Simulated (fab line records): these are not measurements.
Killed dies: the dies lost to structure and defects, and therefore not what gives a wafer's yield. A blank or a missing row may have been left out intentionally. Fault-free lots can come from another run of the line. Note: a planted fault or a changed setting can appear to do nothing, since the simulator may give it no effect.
The tool behind it: which one? || flow n5Finfet || 8 lots with 22 wafers sampled at 6 steps, on a route of 1938 steps

== WHAT THE GAUGES SHOWED, per wafer ==
N5_MOL_CONTACT_COAG_INSPECT_42: inspects for defects (brightfield). Usual: rawDefectCount at 191, with a standard deviation of 46.
{"lot": "L919", "measured": "day 5 09:09", "on": "defectInspect-01", "rawDefectCount": "248 196 290", "flag": ""}
{"lot": "L921", "measured": "day 5 15:01", "on": "defectInspect-02", "rawDefectCount": "238 272 210", "flag": ""}
{"lot": "L928", "measured": "day 7 08:29", "on": "defectInspect-02", "rawDefectCount": "171 1430 127", "flag": "OFF"}
{"lot": "L931", "measured": "day 8 15:49", "on": "defectInspect-02", "rawDefectCount": "170 1600 133", "flag": "OFF"}
{"lot": "L933", "measured": "day 8 20:32", "on": "defectInspect-01", "rawDefectCount": "185 139", "flag": ""}
{"lot": "L938", "measured": "day 9 20:46", "on": "defectInspect-01", "rawDefectCount": "188 223", "flag": ""}
{"lot": "L941", "measured": "day 10 19:22", "on": "defectInspect-02", "rawDefectCount": "184 303 208", "flag": ""}
{"lot": "L942", "measured": "day 11 05:14", "on": "defectInspect-02", "rawDefectCount": "142 147 165", "flag": ""}

N5_BEOL_M4_RC_MEAS_101. Usual: DIBL_N 35.1 mV/V, standard deviation 1.5; DIBL_P 35.2 mV/V, standard deviation 2; IOFF_N 0.146 nA/um, standard deviation 0.028; IOFF_P 0.20 nA/um, standard deviation 0.036; ION_N 670 uA/um, standard deviation 12; ION_P 462 uA/um, standard deviation 8.2; SS_N 71.2 mV/dec, standard deviation 0.63; SS_P 73.1 mV/dec, standard deviation 0.7; VT_N 250 mV, standard deviation 3.6; VT_P -251 mV, standard deviation 3.3.
{"lot": "L919", "measured": "day 8 00:46", "on": "prober-01", "DIBL_N (mV/V)": "34.7 36.7 37.3", "DIBL_P (mV/V)": "33.7 36.4 36.6", "IOFF_N (nA/um)": "0.115 0.153 0.167", "IOFF_P (nA/um)": "0.16 0.20 0.21", "ION_N (uA/um)": "634 675 669", "ION_P (uA/um)": "440 463 453", "SS_N (mV/dec)": "70.6 71.1 71.8", "SS_P (mV/dec)": "73.0 73.7 73.5", "VT_N (mV)": "256 251 247", "VT_P (mV)": "-254 -254 -252", "flag": ""}
{"lot": "L921", "measured": "day 8 03:03", "on": "prober-01", "DIBL_N (mV/V)": "36.7 34.2 35.7", "DIBL_P (mV/V)": "36.8 34.3 35.8", "IOFF_N (nA/um)": "0.158 0.117 0.134", "IOFF_P (nA/um)": "0.21 0.17 0.19", "ION_N (uA/um)": "646 669 655", "ION_P (uA/um)": "448 460 453", "SS_N (mV/dec)": "72.1 70.9 71.5", "SS_P (mV/dec)": "72.9 72.4 72.8", "VT_N (mV)": "253 255 255", "VT_P (mV)": "-252 -253 -253", "flag": ""}
{"lot": "L928", "measured": "day 10 05:49", "on": "prober-02", "DIBL_N (mV/V)": "37.2 36.5 35.6", "DIBL_P (mV/V)": "37.5 37.7 35.0", "IOFF_N (nA/um)": "0.161 0.155 0.128", "IOFF_P (nA/um)": "0.20 0.21 0.17", "ION_N (uA/um)": "668 675 668", "ION_P (uA/um)": "458 468 456", "SS_N (mV/dec)": "71.2 71.8 71.4", "SS_P (mV/dec)": "74.1 73.9 73.0", "VT_N (mV)": "250 249 253", "VT_P (mV)": "-252 -252 -254", "flag": ""}
{"lot": "L931", "measured": "day 11 23:13", "on": "prober-01", "DIBL_N (mV/V)": "37.6 35.0 34.9", "DIBL_P (mV/V)": "37.8 33.7 35.0", "IOFF_N (nA/um)": "0.180 0.141 0.143", "IOFF_P (nA/um)": "0.23 0.17 0.18", "ION_N (uA/um)": "672 659 673", "ION_P (uA/um)": "458 449 454", "SS_N (mV/dec)": "71.6 71.5 70.8", "SS_P (mV/dec)": "73.6 72.5 73.1", "VT_N (mV)": "250 249 254", "VT_P (mV)": "-250 -257 -251", "flag": ""}
{"lot": "L933", "measured": "day 12 04:23", "on": "prober-02", "DIBL_N (mV/V)": "34.0 33.5", "DIBL_P (mV/V)": "34.2 33.2", "IOFF_N (nA/um)": "0.123 0.112", "IOFF_P (nA/um)": "0.16 0.15", "ION_N (uA/um)": "674 660", "ION_P (uA/um)": "457 455", "SS_N (mV/dec)": "70.9 70.4", "SS_P (mV/dec)": "72.8 72.2", "VT_N (mV)": "253 252", "VT_P (mV)": "-256 -255", "flag": ""}
{"lot": "L938", "measured": "day 13 00:38", "on": "prober-01", "DIBL_N (mV/V)": "34.3 36.1", "DIBL_P (mV/V)": "33.0 35.3", "IOFF_N (nA/um)": "0.113 0.139", "IOFF_P (nA/um)": "0.16 0.19", "ION_N (uA/um)": "673 674", "ION_P (uA/um)": "463 468", "SS_N (mV/dec)": "70.9 70.2", "SS_P (mV/dec)": "72.8 73.2", "VT_N (mV)": "253 251", "VT_P (mV)": "-253 -253", "flag": ""}
{"lot": "L941", "measured": "day 14 12:02", "on": "prober-01", "DIBL_N (mV/V)": "33.1 32.8 33.7", "DIBL_P (mV/V)": "32.6 33.5 33.0", "IOFF_N (nA/um)": "0.103 0.110 0.116", "IOFF_P (nA/um)": "0.15 0.17 0.16", "ION_N (uA/um)": "657 664 670", "ION_P (uA/um)": "456 464 451", "SS_N (mV/dec)": "70.5 70.8 70.2", "SS_P (mV/dec)": "71.4 72.8 72.3", "VT_N (mV)": "257 253 253", "VT_P (mV)": "-255 -253 -255", "flag": ""}
{"lot": "L942", "measured": "day 14 15:52", "on": "prober-01", "DIBL_N (mV/V)": "34.9 36.2 35.0", "DIBL_P (mV/V)": "36.4 37.9 36.3", "IOFF_N (nA/um)": "0.155 0.173 0.146", "IOFF_P (nA/um)": "0.21 0.23 0.20", "ION_N (uA/um)": "684 678 675", "ION_P (uA/um)": "468 465 472", "SS_N (mV/dec)": "71.1 71.8 71.4", "SS_P (mV/dec)": "73.1 74.0 73.0", "VT_N (mV)": "248 246 248", "VT_P (mV)": "-249 -250 -250", "flag": ""}

== TOOL THAT RAN EACH LOT (tool first, then ch and the chambers of the sampled wafers, then the start) ==
{"lot": "L919", "N5_MOL_CONTACT_COAG_ETCH_90": "rieDiel-02 ch 0,3, day 5 07:52", "N5_MOL_CONTACT_COAG_ETCH_91": "rieDiel-04 ch 1,2, day 5 08:10", "N5_MOL_CONTACT_COAG_ETCH_47": "rieDiel-04 ch 1,2, day 5 08:24", "N5_MOL_CONTACT_COAG_ETCH_67": "rieDiel-02 ch 2,3, day 5 09:46"}
{"lot": "L921", "N5_MOL_CONTACT_COAG_ETCH_90": "rieDiel-04 ch 1,2,3, day 5 13:50", "N5_MOL_CONTACT_COAG_ETCH_91": "rieDiel-03 ch 1,2, day 5 14:08", "N5_MOL_CONTACT_COAG_ETCH_47": "rieDiel-03 ch 1,2, day 5 14:22", "N5_MOL_CONTACT_COAG_ETCH_67": "rieDiel-03 ch 0,2, day 5 15:31"}
{"lot": "L928", "N5_MOL_CONTACT_COAG_ETCH_90": "rieDiel-03 ch 2,3, day 7 07:14", "N5_MOL_CONTACT_COAG_ETCH_91": "rieDiel-03 ch 0,2,3, day 7 07:37", "N5_MOL_CONTACT_COAG_ETCH_47": "rieDiel-03 ch 0,2,3, day 7 07:51", "N5_MOL_CONTACT_COAG_ETCH_67": "rieDiel-03 ch 0,3, day 7 10:10"}
{"lot": "L931", "N5_MOL_CONTACT_COAG_ETCH_90": "rieDiel-03 ch 1,2, day 8 14:32", "N5_MOL_CONTACT_COAG_ETCH_91": "rieDiel-03 ch 0,2,3, day 8 14:50", "N5_MOL_CONTACT_COAG_ETCH_47": "rieDiel-03 ch 0,2,3, day 8 15:04", "N5_MOL_CONTACT_COAG_ETCH_67": "rieDiel-03 ch 0,1,3, day 8 16:47"}
{"lot": "L933", "N5_MOL_CONTACT_COAG_ETCH_90": "rieDiel-03 ch 2,3, day 8 18:55", "N5_MOL_CONTACT_COAG_ETCH_91": "rieDiel-04 ch 0,3, day 8 19:34", "N5_MOL_CONTACT_COAG_ETCH_47": "rieDiel-04 ch 0,3, day 8 19:47", "N5_MOL_CONTACT_COAG_ETCH_67": "rieDiel-02 ch 1,2, day 8 21:37"}
{"lot": "L938", "N5_MOL_CONTACT_COAG_ETCH_90": "rieDiel-02 ch 0,3, day 9 19:13", "N5_MOL_CONTACT_COAG_ETCH_91": "rieDiel-02 ch 2,3, day 9 19:52", "N5_MOL_CONTACT_COAG_ETCH_47": "rieDiel-02 ch 2,3, day 9 20:05", "N5_MOL_CONTACT_COAG_ETCH_67": "rieDiel-04 ch 0,1, day 9 21:18"}
{"lot": "L941", "N5_MOL_CONTACT_COAG_ETCH_90": "rieDiel-02 ch 1,2,3, day 10 18:05", "N5_MOL_CONTACT_COAG_ETCH_91": "rieDiel-04 ch 0,1,3, day 10 18:23", "N5_MOL_CONTACT_COAG_ETCH_47": "rieDiel-04 ch 0,1,3, day 10 18:37", "N5_MOL_CONTACT_COAG_ETCH_67": "rieDiel-03 ch 0,1,2, day 10 19:47"}
{"lot": "L942", "N5_MOL_CONTACT_COAG_ETCH_90": "rieDiel-03 ch 0,2,3, day 11 03:59", "N5_MOL_CONTACT_COAG_ETCH_91": "rieDiel-03 ch 0,2, day 11 04:20", "N5_MOL_CONTACT_COAG_ETCH_47": "rieDiel-03 ch 0,2, day 11 04:34", "N5_MOL_CONTACT_COAG_ETCH_67": "rieDiel-02 ch 1,2,3, day 11 06:37"}
- N5_MOL_CONTACT_COAG_ETCH_90: etches SiARC in CF4, target depth 13 nm, time 21.7 s.
- N5_MOL_CONTACT_COAG_ETCH_91: etches SOC in N2/H2, target depth 60 nm, overetch 21 nm, time 101.2 s.
- N5_MOL_CONTACT_COAG_ETCH_47: etches SiNx in CH3F/O2, stops on W, target depth 27 nm.
- N5_MOL_CONTACT_COAG_ETCH_67: etches SOC in N2/H2, target depth 60 nm, overetch 21 nm, time 101.2 s.

== AS READ BY THE TOOLS THEMSELVES (means over the sampled wafers that have a number; for cases with no such wafer, the mark the record gives instead) ==
N5_MOL_CONTACT_COAG_ETCH_90. Usual: drypumpMotorCurrentA 5.7 A, standard deviation 0.43; etchRfOnTimeS 21.6 s, standard deviation 0.52; oesProductAu 0.71 a.u., standard deviation 0.084; rfVppV 183.7 V, standard deviation 1.1; showerheadPlenumPTorr 2.11 Torr, standard deviation 0.055; throttleValvePct 15.60 %, standard deviation 0.22.
{"lot": "L919", "tool": "rieDiel-02", "drypumpMotorCurrentA (A)": 5.6, "etchRfOnTimeS (s)": 22.5, "oesProductAu (a.u.)": 0.58, "rfVppV (V)": 182.9, "showerheadPlenumPTorr (Torr)": 2.13, "throttleValvePct (%)": 15.80, "flag": ""}
{"lot": "L921", "tool": "rieDiel-04", "drypumpMotorCurrentA (A)": 6.1, "etchRfOnTimeS (s)": 21.4, "oesProductAu (a.u.)": 0.70, "rfVppV (V)": 184.1, "showerheadPlenumPTorr (Torr)": 2.15, "throttleValvePct (%)": 15.50, "flag": ""}
{"lot": "L928", "tool": "rieDiel-03", "drypumpMotorCurrentA (A)": 5.4, "etchRfOnTimeS (s)": 21.9, "oesProductAu (a.u.)": 0.65, "rfVppV (V)": 183.4, "showerheadPlenumPTorr (Torr)": 2.06, "throttleValvePct (%)": 15.68, "flag": ""}
{"lot": "L931", "tool": "rieDiel-03", "drypumpMotorCurrentA (A)": 5.6, "etchRfOnTimeS (s)": 20.9, "oesProductAu (a.u.)": 0.81, "rfVppV (V)": 183.6, "showerheadPlenumPTorr (Torr)": 2.10, "throttleValvePct (%)": 15.63, "flag": ""}
{"lot": "L933", "tool": "rieDiel-03", "drypumpMotorCurrentA (A)": 5.5, "etchRfOnTimeS (s)": 21.9, "oesProductAu (a.u.)": 0.67, "rfVppV (V)": 184.6, "showerheadPlenumPTorr (Torr)": 2.06, "throttleValvePct (%)": 15.66, "flag": ""}
{"lot": "L938", "tool": "rieDiel-02", "drypumpMotorCurrentA (A)": 5.6, "etchRfOnTimeS (s)": 21.4, "oesProductAu (a.u.)": 0.80, "rfVppV (V)": 185.1, "showerheadPlenumPTorr (Torr)": 2.23, "throttleValvePct (%)": 15.34, "flag": ""}
{"lot": "L941", "tool": "rieDiel-02", "drypumpMotorCurrentA (A)": 5.9, "etchRfOnTimeS (s)": 21.3, "oesProductAu (a.u.)": 0.74, "rfVppV (V)": 184.1, "showerheadPlenumPTorr (Torr)": 2.15, "throttleValvePct (%)": 15.47, "flag": ""}
{"lot": "L942", "tool": "rieDiel-03", "drypumpMotorCurrentA (A)": 5.5, "etchRfOnTimeS (s)": 21.9, "oesProductAu (a.u.)": 0.68, "rfVppV (V)": 183.8, "showerheadPlenumPTorr (Torr)": 2.07, "throttleValvePct (%)": 15.66, "flag": ""}

N5_MOL_CONTACT_COAG_ETCH_91. Usual: drypumpMotorCurrentA 5.7 A, standard deviation 0.42; oesProductAu 0.70 a.u., standard deviation 0.079; rfVppV 522.9 V, standard deviation 2.1; showerheadPlenumPTorr 2.51 Torr, standard deviation 0.071; tempC 40.01 C, standard deviation 0.11; throttleValvePct 17.86 %, standard deviation 0.23.
{"lot": "L919", "tool": "rieDiel-04", "drypumpMotorCurrentA (A)": 5.9, "oesProductAu (a.u.)": 0.75, "rfVppV (V)": 524.6, "showerheadPlenumPTorr (Torr)": 2.52, "tempC (C)": 40.05, "throttleValvePct (%)": 17.59, "flag": ""}
{"lot": "L921", "tool": "rieDiel-03", "drypumpMotorCurrentA (A)": 5.6, "oesProductAu (a.u.)": 0.65, "rfVppV (V)": 523.3, "showerheadPlenumPTorr (Torr)": 2.51, "tempC (C)": 39.87, "throttleValvePct (%)": 18.15, "flag": ""}
{"lot": "L928", "tool": "rieDiel-03", "drypumpMotorCurrentA (A)": 5.5, "oesProductAu (a.u.)": 0.71, "rfVppV (V)": 521.9, "showerheadPlenumPTorr (Torr)": 2.47, "tempC (C)": 40.03, "throttleValvePct (%)": 17.80, "flag": ""}
{"lot": "L931", "tool": "rieDiel-03", "drypumpMotorCurrentA (A)": 5.5, "oesProductAu (a.u.)": 0.69, "rfVppV (V)": 521.5, "showerheadPlenumPTorr (Torr)": 2.46, "tempC (C)": 39.96, "throttleValvePct (%)": 17.82, "flag": ""}
{"lot": "L933", "tool": "rieDiel-04", "drypumpMotorCurrentA (A)": 5.8, "oesProductAu (a.u.)": 0.62, "rfVppV (V)": 523.5, "showerheadPlenumPTorr (Torr)": 2.54, "tempC (C)": 40.10, "throttleValvePct (%)": 18.17, "flag": ""}
{"lot": "L938", "tool": "rieDiel-02", "drypumpMotorCurrentA (A)": 5.5, "oesProductAu (a.u.)": 0.74, "rfVppV (V)": 526.0, "showerheadPlenumPTorr (Torr)": 2.60, "tempC (C)": 40.00, "throttleValvePct (%)": 17.77, "flag": ""}
{"lot": "L941", "tool": "rieDiel-04", "drypumpMotorCurrentA (A)": 5.8, "oesProductAu (a.u.)": 0.73, "rfVppV (V)": 523.4, "showerheadPlenumPTorr (Torr)": 2.51, "tempC (C)": 39.96, "throttleValvePct (%)": 17.90, "flag": ""}
{"lot": "L942", "tool": "rieDiel-03", "drypumpMotorCurrentA (A)": 5.6, "oesProductAu (a.u.)": 0.71, "rfVppV (V)": 522.7, "showerheadPlenumPTorr (Torr)": 2.48, "tempC (C)": 39.97, "throttleValvePct (%)": 17.78, "flag": ""}

N5_MOL_CONTACT_COAG_ETCH_47. Usual: drypumpMotorCurrentA is 5.7 A with standard deviation 0.42, etchRfOnTimeS is 31.0 s with standard deviation 0.63, oes_ar_750_au is 0.83 a.u. with standard deviation 0.094, oesProductAu is 0.75 a.u. with standard deviation 0.089, rfVppV is 294 V with standard deviation 5.8, showerheadPlenumPTorr is 1.97 Torr with standard deviation 0.054, and throttleValvePct is 16.36 % with standard deviation 0.22.
{"lot": "L919", "tool": "rieDiel-04", "drypumpMotorCurrentA (A)": 5.9, "etchRfOnTimeS (s)": 30.5, "oes_ar_750_au (a.u.)": 0.89, "oesProductAu (a.u.)": 0.81, "rfVppV (V)": 292, "showerheadPlenumPTorr (Torr)": 1.98, "throttleValvePct (%)": 16.10, "flag": ""}
{"lot": "L921", "tool": "rieDiel-03", "drypumpMotorCurrentA (A)": 5.6, "etchRfOnTimeS (s)": 31.1, "oes_ar_750_au (a.u.)": 0.78, "oesProductAu (a.u.)": 0.69, "rfVppV (V)": 295, "showerheadPlenumPTorr (Torr)": 1.97, "throttleValvePct (%)": 16.69, "flag": ""}
{"lot": "L928", "tool": "rieDiel-03", "drypumpMotorCurrentA (A)": 5.5, "etchRfOnTimeS (s)": 31.0, "oes_ar_750_au (a.u.)": 0.84, "oesProductAu (a.u.)": 0.76, "rfVppV (V)": 299, "showerheadPlenumPTorr (Torr)": 1.94, "throttleValvePct (%)": 16.31, "flag": ""}
{"lot": "L931", "tool": "rieDiel-03", "drypumpMotorCurrentA (A)": 5.5, "etchRfOnTimeS (s)": 31.1, "oes_ar_750_au (a.u.)": 0.82, "oesProductAu (a.u.)": 0.74, "rfVppV (V)": 299, "showerheadPlenumPTorr (Torr)": 1.93, "throttleValvePct (%)": 16.34, "flag": ""}
{"lot": "L933", "tool": "rieDiel-04", "drypumpMotorCurrentA (A)": 5.7, "etchRfOnTimeS (s)": 31.4, "oes_ar_750_au (a.u.)": 0.75, "oesProductAu (a.u.)": 0.67, "rfVppV (V)": 296, "showerheadPlenumPTorr (Torr)": 2.00, "throttleValvePct (%)": 16.65, "flag": ""}
{"lot": "L938", "tool": "rieDiel-02", "drypumpMotorCurrentA (A)": 5.5, "etchRfOnTimeS (s)": 30.4, "oes_ar_750_au (a.u.)": 0.89, "oesProductAu (a.u.)": 0.79, "rfVppV (V)": 292, "showerheadPlenumPTorr (Torr)": 2.04, "throttleValvePct (%)": 16.20, "flag": ""}
{"lot": "L941", "tool": "rieDiel-04", "drypumpMotorCurrentA (A)": 5.8, "etchRfOnTimeS (s)": 31.1, "oes_ar_750_au (a.u.)": 0.88, "oesProductAu (a.u.)": 0.78, "rfVppV (V)": 294, "showerheadPlenumPTorr (Torr)": 1.98, "throttleValvePct (%)": 16.36, "flag": ""}
{"lot": "L942", "tool": "rieDiel-03", "drypumpMotorCurrentA (A)": 5.6, "etchRfOnTimeS (s)": 31.0, "oes_ar_750_au (a.u.)": 0.84, "oesProductAu (a.u.)": 0.76, "rfVppV (V)": 296, "showerheadPlenumPTorr (Torr)": 1.94, "throttleValvePct (%)": 16.29, "flag": ""}

N5_MOL_CONTACT_COAG_ETCH_67. Usual: drypumpMotorCurrentA 5.7 A, standard deviation 0.44; oesProductAu 0.70 a.u., standard deviation 0.081; rfVppV 522.6 V, standard deviation 2; showerheadPlenumPTorr 2.49 Torr, standard deviation 0.065; tempC 39.99 C, standard deviation 0.11; throttleValvePct 17.85 %, standard deviation 0.21.
{"lot": "L919", "tool": "rieDiel-02", "drypumpMotorCurrentA (A)": 5.5, "oesProductAu (a.u.)": 0.70, "rfVppV (V)": 522.0, "showerheadPlenumPTorr (Torr)": 2.46, "tempC (C)": 39.99, "throttleValvePct (%)": 17.92, "flag": ""}
{"lot": "L921", "tool": "rieDiel-03", "drypumpMotorCurrentA (A)": 5.6, "oesProductAu (a.u.)": 0.71, "rfVppV (V)": 521.5, "showerheadPlenumPTorr (Torr)": 2.50, "tempC (C)": 40.03, "throttleValvePct (%)": 17.84, "flag": ""}
{"lot": "L928", "tool": "rieDiel-03", "drypumpMotorCurrentA (A)": 5.3, "oesProductAu (a.u.)": 0.66, "rfVppV (V)": 520.5, "showerheadPlenumPTorr (Torr)": 2.44, "tempC (C)": 40.04, "throttleValvePct (%)": 17.87, "flag": ""}
{"lot": "L931", "tool": "rieDiel-03", "drypumpMotorCurrentA (A)": 5.4, "oesProductAu (a.u.)": 0.72, "rfVppV (V)": 521.4, "showerheadPlenumPTorr (Torr)": 2.47, "tempC (C)": 40.02, "throttleValvePct (%)": 17.89, "flag": ""}
{"lot": "L933", "tool": "rieDiel-02", "drypumpMotorCurrentA (A)": 6.1, "oesProductAu (a.u.)": 0.71, "rfVppV (V)": 523.0, "showerheadPlenumPTorr (Torr)": 2.48, "tempC (C)": 39.87, "throttleValvePct (%)": 17.75, "flag": ""}
{"lot": "L938", "tool": "rieDiel-04", "drypumpMotorCurrentA (A)": 5.4, "oesProductAu (a.u.)": 0.69, "rfVppV (V)": 522.0, "showerheadPlenumPTorr (Torr)": 2.46, "tempC (C)": 39.88, "throttleValvePct (%)": 17.93, "flag": ""}
{"lot": "L941", "tool": "rieDiel-03", "drypumpMotorCurrentA (A)": 5.5, "oesProductAu (a.u.)": 0.74, "rfVppV (V)": 522.2, "showerheadPlenumPTorr (Torr)": 2.49, "tempC (C)": 40.00, "throttleValvePct (%)": 17.85, "flag": ""}
{"lot": "L942", "tool": "rieDiel-02", "drypumpMotorCurrentA (A)": 5.9, "oesProductAu (a.u.)": 0.71, "rfVppV (V)": 524.9, "showerheadPlenumPTorr (Torr)": 2.55, "tempC (C)": 39.91, "throttleValvePct (%)": 17.73, "flag": ""}

== THE ANSWER, worked out from the rows above alone ==
Rule: lot off if the mean of its wafers having a number is beyond 3 standard deviations from the usual mean. Also off: a lot with no number at a reading for which 4 or more lots have one. All remaining lots with rows at the step are treated as sound. Order of review: gauges by route order, followed by the tools' own readings, for which a lot's mean as printed above is used. The first step at which some lot is off is used, and at that step the reading that is off furthest; a lot without a number counts as furthest.
Off: L928, L931 (N5_MOL_CONTACT_COAG_INSPECT_42, rawDefectCount).
A tool fits if, at a process step before that reading, it ran every lot that is off, and no sound lot after the first of them. Those tools and the gauges at N5_MOL_CONTACT_COAG_INSPECT_42 are tried in the same way. Of those tried, none fits.

== WHAT THE SIMULATOR PUT IN ==
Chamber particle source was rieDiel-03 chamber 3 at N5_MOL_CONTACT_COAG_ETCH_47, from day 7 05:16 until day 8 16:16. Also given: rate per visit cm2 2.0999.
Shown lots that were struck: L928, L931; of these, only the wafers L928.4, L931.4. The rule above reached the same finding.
